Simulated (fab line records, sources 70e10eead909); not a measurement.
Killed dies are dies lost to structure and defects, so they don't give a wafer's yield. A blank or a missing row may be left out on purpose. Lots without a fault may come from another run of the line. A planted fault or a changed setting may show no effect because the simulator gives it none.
Chamber matching | flow nand_harc | NHARC_P_M0_DEP_32 on pecvd-01: 3 sister chambers
The step deposits SiCN, target thk 30 nm. 3 wafers are shown with their chamber, then 10 later ones without.

WAFERS WITH THEIR CHAMBER
wafer  | chamber | heater_power_w (W)
L082.6 | 0       | 611
L083.1 | 2       | 489
L083.3 | 1       | 577

WAFERS WITHOUT THEIR CHAMBER
wafer  | heater_power_w (W)
L083.6 | 689
L088.2 | 434
L088.4 | 439
L088.5 | 622
L086.3 | 670
L086.4 | 468
L086.5 | 663
L089.1 | 563
L089.5 | 603
L089.6 | 420

WHICH CHAMBER EACH WENT THROUGH
wafer  | from the rows above          | in truth
L083.6 | can't be placed: 0 or 1      | 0
L088.2 | can't be placed: 2 or 1      | 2
L088.4 | can't be placed: 2 or 1      | 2
L088.5 | can't be placed: 0 or 1      | 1
L086.3 | can't be placed: 0 or 1      | 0
L086.4 | can't be placed: 2 or 1      | 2
L086.5 | can't be placed: 0 or 1      | 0
L089.1 | can't be placed: 1 or 0 or 2 | 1
L089.5 | can't be placed: 0 or 1      | 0
L089.6 | can't be placed: 2 or 1      | 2
Placed correctly: 0 of 10. Can't be placed from these rows: 10 (the true chamber is among the candidates in 10). Placed wrongly: 0.
How it was worked out, from the rows above alone: a wafer's distance from a chamber is the root of the sum, over the readings, of the square of ((its reading less the chamber's mean) divided by the reading's scatter). The wafer belongs to the nearest chamber; if the next one is less than 2 further off, it can't be placed. A chamber's mean is the mean of its shown wafers. The scatter: with one shown wafer a chamber, the root of the mean of the squares of how far each hidden wafer lies from its nearest shown one.
